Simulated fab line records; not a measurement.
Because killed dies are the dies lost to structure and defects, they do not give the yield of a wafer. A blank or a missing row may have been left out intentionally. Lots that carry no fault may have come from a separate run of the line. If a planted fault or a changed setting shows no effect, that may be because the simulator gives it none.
Comparing a struck lot with a sound one | flow nand-harc | 14 out of 1302 route steps
Sound: wafers L210.1, L210.2, L210.3. Wafers L230.1, L230.2, L230.5 were the ones struck. The cause is given at the end.
Order at every step that has rows: each side's tool, ch and its chambers, its first start. Under that, the readings that differ: sound wafers | struck wafers | difference of the means | sigmas: that difference in standard deviations of wafers without a fault.
alike: readings whose means differ by less than 2 such deviations, and words and numbers that are the same on both sides. not compared: withheld readings, readings that some wafer has no value for, bounds like >300 that may hide the same value, and numbers for which the record gives no deviation and whose values overlap.
A row with sigmas, a row that says differs or no value, or rows on one side alone: a step with any of these is where the two part. Non-overlapping numbers with no deviation appear without sigmas and do not part them. A reading that every wafer of one side lacks parts them only if that side has two wafers or more.

first, 2 steps without rows for these wafers: NHARC_A_M0_PRE_CLEAN_29 (time 30 s); NHARC_A_M0_PVD_20 (deposits TaN, target thk 5 nm, time 8.06 s).
NHARC_A_M0_PVD_21: deposits Cu, target thk 30 nm, time 20.49 s.
  sound on pvd-sputter-03; struck on pvd-sputter-01
  alike: throttle-valve-pct
then, 1 step without rows for these wafers: NHARC_A_M0_ECD_22 (material Cu, target thk 400 nm).
NHARC_A_M0_ANNEAL_30: time 90 s.
  sound on rtp-anneal-02 ch 0, day 23 17:34; struck on rtp-anneal-01 ch 0, day 30 14:29
  alike: anneal-temp-c, wafer_temp_C_max
NHARC_A_M0_CMP_23: polishes, t overpolish 20 s, target thk 113.75 nm.
  sound on cmp-01 ch 1,2,3, day 23 17:55; struck on cmp-02 ch 0,2, day 30 14:49
  alike: motor-current-A, time-to-endpoint-s
NHARC_A_M0_THK_MEAS_24: measures by xrf.
  sound: film-metro-01 at day 23 18:14; struck: film-metro-01 at day 30 15:08
  alike: thk-nm
then, 1 step without rows for these wafers: NHARC_A_M0_SRD_25.
NHARC_A_M0_INSPECT_27:
  sound: defect-inspect-01 at day 23 18:23; struck: defect-inspect-01 at day 30 15:17
  alike: raw-defect-count
NHARC_A_M0_PRE_CLEAN_31: time 12 s.
  sound on pecvd-04 ch 0,1,2, day 23 18:27; struck on pecvd-02 ch 1,2, day 30 15:22
  alike: heater-power-w
  not compared: since-wet-clean-h
NHARC_A_M0_DEP_32: deposits SiCN, target thk 30 nm.
  sound on pecvd-04 ch 0,1,2, day 23 18:32; struck on pecvd-02 ch 1,2, day 30 15:29
  alike: chamber-pressure-Torr, heater-power-outer-w, heater-power-w
  not compared: since-wet-clean-h
NHARC_A_M1_DEP_00: deposits SiOC, target thk 182.5 nm.
  sound on pecvd-02 ch 0,1,2, day 23 18:56; struck on pecvd-04 ch 0,2, day 30 16:03
  no value came back on the struck wafers for chamber-pressure-Torr (Torr), rf-fwd-power-W (W), since-wet-clean-h (h); on the sound wafers chamber-pressure-Torr (Torr) reads 5.007 4.984 5.018
then, 1 step without rows for these wafers: NHARC_A_M1_DEHYDRATE_01 (time 120 s).
NHARC_END_SORT_01:
  sound on prober-01 ch 0, day 25 04:15; struck on prober-01 ch 0, day 32 05:35
  reading                  | sound          | struck      | difference | sigmas
  defect-limited-yield (%) | 92.0 92.0 94.4 | 0 0 0       | -93        | -33
  killed-at-array          | 51 48 34       | 670 671 672 | +627       | +31
  killed-dies              | 54 54 38       | 677 677 677 | +628       | +33
  alike: killed-at-other, killed-at-periphery, killed-open, killed-short

WHERE THEY PART
Earliest at NHARC_A_M1_DEP_00; latest, in this record, at NHARC_END_SORT_01.

WHY: the cause the simulator had injected
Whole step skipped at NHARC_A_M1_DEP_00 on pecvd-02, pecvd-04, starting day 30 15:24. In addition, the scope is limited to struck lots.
